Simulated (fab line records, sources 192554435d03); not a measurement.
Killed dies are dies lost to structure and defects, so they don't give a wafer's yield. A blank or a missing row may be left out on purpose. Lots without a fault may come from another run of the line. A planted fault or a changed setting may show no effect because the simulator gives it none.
A struck lot beside a sound one | flow n5_finfet | 23 steps out of a route of 1938
Sound: wafers L421.1, L421.2, L421.6. Struck: wafer L423.6. (L423.3, L423.4 of the same lot were not struck and are left out.) The cause comes at the end.
At each step with rows: each side's tool, then ch and its chambers, then its first start. Under that, the readings that differ: sound wafers | struck wafers | difference of the means | sigmas: that difference in standard deviations of wafers without a fault.
alike: readings whose means differ by less than 2 such deviations, and words and numbers that are the same on both sides. not compared: withheld readings, readings that some wafer has no value for, bounds like >300 that may hide the same value, and numbers for which the record gives no deviation and whose values overlap.
The two part at a step that has a row with sigmas, a row that says differs or no value, or rows on one side only. Numbers that don't overlap but have no deviation are shown without sigmas and don't part them. A reading that every wafer of one side lacks parts them only if that side has two wafers or more.

first, 11 steps without rows for these wafers: N5_BEOL_M7_ETCH_62 (etches SOC in N2/H2, target depth 110 nm, overetch 22 nm, time 165 s); N5_BEOL_M7_STRIP_68 (strips in N2/H2); N5_BEOL_M7_STRIP_67 (strips in CF4); N5_BEOL_M7_HM_OPEN_17 (chemistry Cl2/BCl3, target TiN, target depth 20 nm, overetch 6 nm); N5_BEOL_M7_STRIP_19 (strips in O2); N5_BEOL_M7_COAT_63 (time 60 s, resist thk 60 nm); N5_BEOL_M7_COAT_64 (time 60 s, resist thk 12 nm); N5_BEOL_M7_COAT_71 (time 60 s, resist thk 5 nm); N5_BEOL_M7_COAT_22 (resist thk 30 nm); N5_BEOL_M7_EBR_24; N5_BEOL_M7_SOFTBAKE_23 (time 60 s).
N5_BEOL_M7_EXPOSE_25: exposes mask V6, target cd 40 nm.
  sound on euv_scanner-01 ch 0, day 9 17:59; struck on euv_scanner-01 ch 0, day 10 12:01
  alike: mask, exposure_dose_mJ_cm2
then, 2 steps without rows for these wafers: N5_BEOL_M7_PEB_26 (peb time 60 s); N5_BEOL_M7_DEVELOP_27 (develop time 30 s).
N5_BEOL_M7_CD_MEAS_28: target cd 40 nm.
  sound on cd_sem-01 ch 0, day 9 18:07; struck on cd_sem-02 ch 0, day 10 12:08
  reading    | sound             | struck | difference | sigmas
  cd_nm (nm) | 40.23 40.36 40.14 | 38.25  | -1.99      | -9
N5_BEOL_M7_DESCUM_33: chemistry O2, time 7 s.
  sound on rie_diel-03 ch 1,2,3, day 9 18:14; struck on rie_diel-06 ch 1, day 10 12:15
  reading                  | sound    | struck | difference | sigmas
  model.BEOL_M7.cd_nm (nm) | 40 40 40 | 38.4   | -1.6       |
  alike: drypump_motor_current_A, oes_product_au, rf_vpp_V, showerhead_plenum_p_Torr, throttle_valve_pct
  not compared: rf_hours_counter_h
then, 5 steps without rows for these wafers: N5_BEOL_M7_ETCH_72 (etches underlayer in N2/H2, target depth 6.5 nm, time 5.2 s); N5_BEOL_M7_ETCH_65 (etches SiARC in CF4, target depth 15.6 nm, time 26 s); N5_BEOL_M7_ETCH_66 (etches SOC in N2/H2, target depth 80 nm, overetch 16 nm, time 120 s); N5_BEOL_M7_STRIP_69 (strips in N2/H2); N5_BEOL_M7_STRIP_73 (strips in N2/H2).
N5_BEOL_M7_VIA_ETCH_34: etches SiCOH lowk in C4F6/O2, target depth 125.5 nm, time 50.5 s.
  sound on rie_diel-03 ch 1,2,3, day 9 18:25; struck on rie_diel-06 ch 1, day 10 12:26
  reading                  | sound          | struck | difference | sigmas
  model.BEOL_M7.cd_nm (nm) | 40.2 39.8 40.2 | 38.2   | -1.9       |
  alike: drypump_motor_current_A, mfc_ar_sccm, oes_product_au, rf_vpp_V, showerhead_plenum_p_Torr, throttle_valve_pct
  not compared: rf_hours_counter_h
then, 1 step without rows for these wafers: N5_BEOL_M7_STRIP_76 (strips in C4F6/O2).

WHERE THEY PART
Only at N5_BEOL_M7_CD_MEAS_28, within this record. Later steps at which nothing parts them and some readings are alike: N5_BEOL_M7_DESCUM_33, N5_BEOL_M7_VIA_ETCH_34.

WHY: what the simulator had put in
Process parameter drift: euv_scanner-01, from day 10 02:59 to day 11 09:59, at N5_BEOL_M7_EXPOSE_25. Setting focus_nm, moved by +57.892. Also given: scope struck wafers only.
